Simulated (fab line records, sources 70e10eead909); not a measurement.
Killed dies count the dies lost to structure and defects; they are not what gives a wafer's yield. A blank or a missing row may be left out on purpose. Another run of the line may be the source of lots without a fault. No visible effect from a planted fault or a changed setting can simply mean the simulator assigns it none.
What tool caused it? ; flow nand_harc ; 24 lots, 72 wafers sampled, at 6 steps of a route of 1159

WHAT EACH GAUGE READ, for each wafer
NHARC_P_M0_CD_MEAS_09: target cd 90 nm.
lot;measured;on;cd_nm (nm)
L075;day 6 03:06;cd_sem-02;89.8 89.3 90.9
L074;day 6 05:20;cd_sem-02;89.5 90.2 89.9
L076;day 6 08:41;cd_sem-02;91.3 90.2 91.5
L078;day 6 20:16;cd_sem-02;89.2 90.3 89.8
L077;day 6 21:35;cd_sem-02;90.6 90.2 89.4
L079;day 6 22:00;cd_sem-03;90.0 90.2 89.9
L080;day 7 09:01;cd_sem-02;90.3 90.9 90.0
L081;day 7 22:35;cd_sem-02;90.9 90.2 90.6
L083;day 7 22:46;cd_sem-02;91.1 90.6 91.1
L082;day 7 23:49;cd_sem-01;89.4 90.2 89.6
L084;day 8 20:29;cd_sem-01;91.8 91.2 91.2
L086;day 8 22:31;cd_sem-02;90.2 90.6 90.6
L085;day 8 22:48;cd_sem-02;91.7 90.7 91.0
L087;day 8 23:04;cd_sem-03;90.6 90.3 91.0
L089;day 9 15:20;cd_sem-03;89.8 89.5 90.2
L090;day 9 16:22;cd_sem-02;90.2 91.0 89.7
L088;day 9 16:49;cd_sem-02;91.0 90.5 90.5
L091;day 9 22:57;cd_sem-01;90.4 90.5 90.2
L092;day 10 05:31;cd_sem-03;89.5 90.3 90.8
L093;day 10 14:47;cd_sem-03;89.9 90.4 89.8
L095;day 10 19:36;cd_sem-02;88.7 89.3 89.9
L094;day 10 20:10;cd_sem-03;91.0 91.2 90.1
L096;day 11 16:09;cd_sem-01;90.1 90.7 90.8
L097;day 11 16:19;cd_sem-02;89.9 90.8 89.9

NHARC_P_M1_CD_MEAS_16.
lot;measured;on;cd_nm (nm)
L075;day 6 07:31;cd_sem-02;131.3 130.4 130.5
L074;day 6 10:07;cd_sem-02;130.1 130.4 128.8
L076;day 6 13:06;cd_sem-02;127.5 131.1 130.5
L078;day 7 00:59;cd_sem-03;129.4 128.6 129.5
L077;day 7 02:01;cd_sem-03;128.8 129.1 129.9
L079;day 7 02:43;cd_sem-03;129.7 129.4 129.9
L080;day 7 13:26;cd_sem-03;130.3 129.0 131.5
L081;day 8 03:02;cd_sem-02;128.0 130.6 129.1
L083;day 8 03:31;cd_sem-02;129.6 131.3 129.5
L082;day 8 04:25;cd_sem-01;129.4 130.3 129.3
L084;day 9 01:04;cd_sem-02;131.5 129.9 129.5
L086;day 9 03:11;cd_sem-02;129.2 128.7 129.1
L085;day 9 03:50;cd_sem-03;129.4 128.9 128.7
L087;day 9 04:18;cd_sem-01;129.7 128.8 130.5
L089;day 9 19:55;cd_sem-01;131.3 128.8 129.8
L090;day 9 20:56;cd_sem-02;129.8 131.1 130.6
L088;day 9 21:25;cd_sem-02;130.9 131.4 130.7
L091;day 10 03:41;cd_sem-02;129.4 129.2 129.0
L092;day 10 10:12;cd_sem-02;129.9 131.6 129.8
L093;day 10 19:15;cd_sem-02;130.2 129.1 130.8
L095;day 11 00:12;cd_sem-01;131.9 130.8 129.8
L094;day 11 00:50;cd_sem-01;129.9 129.0 129.6
L096;day 11 20:40;cd_sem-02;131.6 131.6 130.7
L097;day 11 21:00;cd_sem-02;129.4 127.8 129.9

NHARC_P_BONDPAD_THK_MEAS_33: measures by ellipsometry.
lot;measured;on;thk_nm (nm)
L075;day 6 15:23;film_metro-01;200.5 200.9 199.4
L074;day 6 18:16;film_metro-01;199.2 198.8 201.8
L076;day 6 21:07;film_metro-02;198.3 198.7 198.9
L078;day 7 08:53;film_metro-01;200.6 199.8 201.4
L077;day 7 09:54;film_metro-02;201.5 201.4 202.3
L079;day 7 10:35;film_metro-01;200.6 197.0 198.9
L080;day 7 21:04;film_metro-01;201.6 201.3 198.2
L081;day 8 10:55;film_metro-01;197.9 199.0 199.0
L083;day 8 11:30;film_metro-02;196.6 201.0 197.5
L082;day 8 12:11;film_metro-02;201.3 201.7 201.4
L084;day 9 08:52;film_metro-01;199.2 199.9 199.8
L086;day 9 10:59;film_metro-02;199.2 200.2 199.5
L085;day 9 12:10;film_metro-02;199.0 198.4 198.7
L087;day 9 12:24;film_metro-01;200.1 198.8 197.8
L089;day 10 03:42;film_metro-01;200.0 199.6 200.4
L090;day 10 04:43;film_metro-01;199.6 201.3 200.0
L088;day 10 05:40;film_metro-02;201.4 201.6 199.9
L091;day 10 11:23;film_metro-01;200.9 198.5 197.9
L092;day 10 17:52;film_metro-01;198.4 199.5 201.3
L093;day 11 02:50;film_metro-02;198.0 202.0 202.0
L095;day 11 08:14;film_metro-02;200.4 198.8 201.2
L094;day 11 08:36;film_metro-01;201.7 202.7 197.0
L096;day 12 04:42;film_metro-02;199.1 200.0 201.3
L097;day 12 05:36;film_metro-01;199.4 201.1 198.8

EACH LOT AND THE TOOL THAT RAN IT (in order: tool; ch and the chambers of the sampled wafers; start)
lot;NHARC_P_M0_PRE_CLEAN_31;NHARC_P_M2_ANNEAL_31;NHARC_P_M2_CMP_23
L075;pecvd-02 ch 0,2, day 6 05:50;rtp_anneal-02 ch 0, day 6 13:14;cmp-01 ch 0,2,3, day 6 13:34
L074;pecvd-02 ch 0,2, day 6 08:17;rtp_anneal-01 ch 0, day 6 15:55;cmp-03 ch 2,3, day 6 16:17
L076;pecvd-02 ch 0,1,2, day 6 11:24;rtp_anneal-02 ch 0, day 6 19:01;cmp-02 ch 1,3, day 6 19:17
L078;pecvd-04 ch 1,2, day 6 23:02;rtp_anneal-02 ch 0, day 7 06:45;cmp-01 ch 0,3, day 7 07:02
L077;pecvd-04 ch 0,1,2, day 7 00:22;rtp_anneal-01 ch 0, day 7 07:52;cmp-01 ch 0,2,3, day 7 08:09
L079;pecvd-02 ch 1,2, day 7 00:52;rtp_anneal-02 ch 0, day 7 08:31;cmp-02 ch 1,3, day 7 08:54
L080;pecvd-01 ch 0,2, day 7 11:46;rtp_anneal-01 ch 0, day 7 19:10;cmp-02 ch 0,1, day 7 19:26
L081;pecvd-02 ch 1,2, day 8 01:19;rtp_anneal-01 ch 0, day 8 08:46;cmp-03 ch 1,3, day 8 09:00
L083;pecvd-01 ch 0,1, day 8 01:29;rtp_anneal-01 ch 0, day 8 09:28;cmp-03 ch 0,1, day 8 09:49
L082;pecvd-01 ch 0,1,2, day 8 02:35;rtp_anneal-01 ch 0, day 8 10:13;cmp-03 ch 1,3, day 8 10:32
L084;pecvd-02 ch 0,1,2, day 8 23:15;rtp_anneal-01 ch 0, day 9 06:43;cmp-01 ch 0,2, day 9 07:04
L086;pecvd-01 ch 1,2, day 9 01:23;rtp_anneal-02 ch 0, day 9 09:01;cmp-03 ch 0,1,2, day 9 09:19
L085;pecvd-04 ch 0,1,2, day 9 02:08;rtp_anneal-02 ch 0, day 9 10:04;cmp-02 ch 0,1,3, day 9 10:25
L087;pecvd-04 ch 0,1,2, day 9 02:28;rtp_anneal-02 ch 0, day 9 10:23;cmp-03 ch 0,2,3, day 9 10:46
L089;pecvd-01 ch 1,2, day 9 18:07;rtp_anneal-01 ch 0, day 10 01:41;cmp-03 ch 0,1,2, day 10 01:59
L090;pecvd-02 ch 0,1,2, day 9 19:07;rtp_anneal-01 ch 0, day 10 02:40;cmp-01 ch 1,2,3, day 10 03:01
L088;pecvd-04 ch 0,1,2, day 9 19:35;rtp_anneal-01 ch 0, day 10 03:31;cmp-03 ch 0,1,2, day 10 03:52
L091;pecvd-01 ch 0,2, day 10 01:44;rtp_anneal-01 ch 0, day 10 09:26;cmp-02 ch 1,3, day 10 09:41
L092;pecvd-01 ch 1,2, day 10 08:22;rtp_anneal-01 ch 0, day 10 15:53;cmp-01 ch 1,2,3, day 10 16:11
L093;pecvd-04 ch 0,1, day 10 17:31;rtp_anneal-01 ch 0, day 11 00:52;cmp-02 ch 0,1,2, day 11 01:10
L095;pecvd-02 ch 0,2, day 10 22:27;rtp_anneal-01 ch 0, day 11 06:14;cmp-03 ch 1,2, day 11 06:35
L094;pecvd-02 ch 0,1,2, day 10 22:54;rtp_anneal-02 ch 0, day 11 06:35;cmp-02 ch 2,3, day 11 06:56
L096;pecvd-01 ch 1,2, day 11 18:52;rtp_anneal-02 ch 0, day 12 02:40;cmp-01 ch 0,1,3, day 12 03:02
L097;pecvd-04 ch 0,1,2, day 11 19:11;rtp_anneal-01 ch 0, day 12 03:20;cmp-01 ch 0,1,3, day 12 03:46
- NHARC_P_M0_PRE_CLEAN_31: time 12 s.
- NHARC_P_M2_ANNEAL_31: time 90 s.
- NHARC_P_M2_CMP_23: polishes, t overpolish 20 s, target thk 144.3 nm.

AS READ BY THE TOOLS THEMSELVES (means over the sampled wafers that have a number; for cases with no such wafer, the mark the record gives instead)
NHARC_P_M0_PRE_CLEAN_31.
lot;tool;heater_power_w (W)
L075;pecvd-02;656
L074;pecvd-02;662
L076;pecvd-02;676
L078;pecvd-04;747
L077;pecvd-04;637
L079;pecvd-02;708
L080;pecvd-01;602
L081;pecvd-02;677
L083;pecvd-01;679
L082;pecvd-01;574
L084;pecvd-02;641
L086;pecvd-01;590
L085;pecvd-04;661
L087;pecvd-04;661
L089;pecvd-01;633
L090;pecvd-02;637
L088;pecvd-04;707
L091;pecvd-01;593
L092;pecvd-01;625
L093;pecvd-04;733
L095;pecvd-02;723
L094;pecvd-02;631
L096;pecvd-01;556
L097;pecvd-04;653

NHARC_P_M2_ANNEAL_31.
lot;tool;wafer_temp_C_max
L075;rtp_anneal-02;226.2
L074;rtp_anneal-01;226.0
L076;rtp_anneal-02;225.9
L078;rtp_anneal-02;226.3
L077;rtp_anneal-01;226.3
L079;rtp_anneal-02;226.1
L080;rtp_anneal-01;226.3
L081;rtp_anneal-01;226.7
L083;rtp_anneal-01;226.7
L082;rtp_anneal-01;226.5
L084;rtp_anneal-01;226.5
L086;rtp_anneal-02;226.0
L085;rtp_anneal-02;226.0
L087;rtp_anneal-02;226.2
L089;rtp_anneal-01;226.8
L090;rtp_anneal-01;226.3
L088;rtp_anneal-01;226.4
L091;rtp_anneal-01;226.5
L092;rtp_anneal-01;226.2
L093;rtp_anneal-01;226.3
L095;rtp_anneal-01;226.4
L094;rtp_anneal-02;225.7
L096;rtp_anneal-02;225.9
L097;rtp_anneal-01;226.5

NHARC_P_M2_CMP_23.
lot;tool;motor_current_A (A);slurry_flow_ml_min;time_to_endpoint_s (s)
L075;cmp-01;11.9;149.9;29.3
L074;cmp-03;11.6;149.7;28.5
L076;cmp-02;11.7;150.0;30.2
L078;cmp-01;12.4;150.1;28.5
L077;cmp-01;11.7;150.2;28.3
L079;cmp-02;11.9;150.0;28.0
L080;cmp-02;12.6;150.5;27.0
L081;cmp-03;11.6;150.4;33.2
L083;cmp-03;11.9;150.0;28.0
L082;cmp-03;11.8;150.4;30.3
L084;cmp-01;11.9;150.1;25.8
L086;cmp-03;11.8;150.3;28.4
L085;cmp-02;12.4;150.3;28.2
L087;cmp-03;11.6;149.4;30.4
L089;cmp-03;11.8;150.0;27.4
L090;cmp-01;11.0;150.0;25.5
L088;cmp-03;11.9;150.1;29.6
L091;cmp-02;12.1;150.1;29.0
L092;cmp-01;11.2;149.9;27.2
L093;cmp-02;12.0;149.7;26.6
L095;cmp-03;11.9;150.1;29.7
L094;cmp-02;11.5;149.6;28.6
L096;cmp-01;12.0;150.3;28.4
L097;cmp-01;11.8;149.9;29.5

THE ANSWER, worked out from the rows above alone
Rule: what is usual is taken from the lots themselves. Put in order of their means at a reading, lots are off if they are a third of the lots or fewer, leave a main group of 4 or more, and stand apart from it by a gap of 3 or more times the standard deviation of the main group's means; of several such gaps the widest counts. Not used: any main group whose means are identical at the precision the tables above print for the reading. A lot without any number at a reading at which 4 lots or more have one is off too. Where the step has rows for the other lots, those lots are counted as sound. First the gauges in route order, then the tools' own readings, where a lot's mean is used as printed above. The first step at which some lot is off is used, and at that step the reading that is off furthest; a lot without a number counts as furthest.
No lot is off on any of the readings shown, so nothing can be concluded from this.

WHAT HAD BEEN PUT IN BY THE SIMULATOR
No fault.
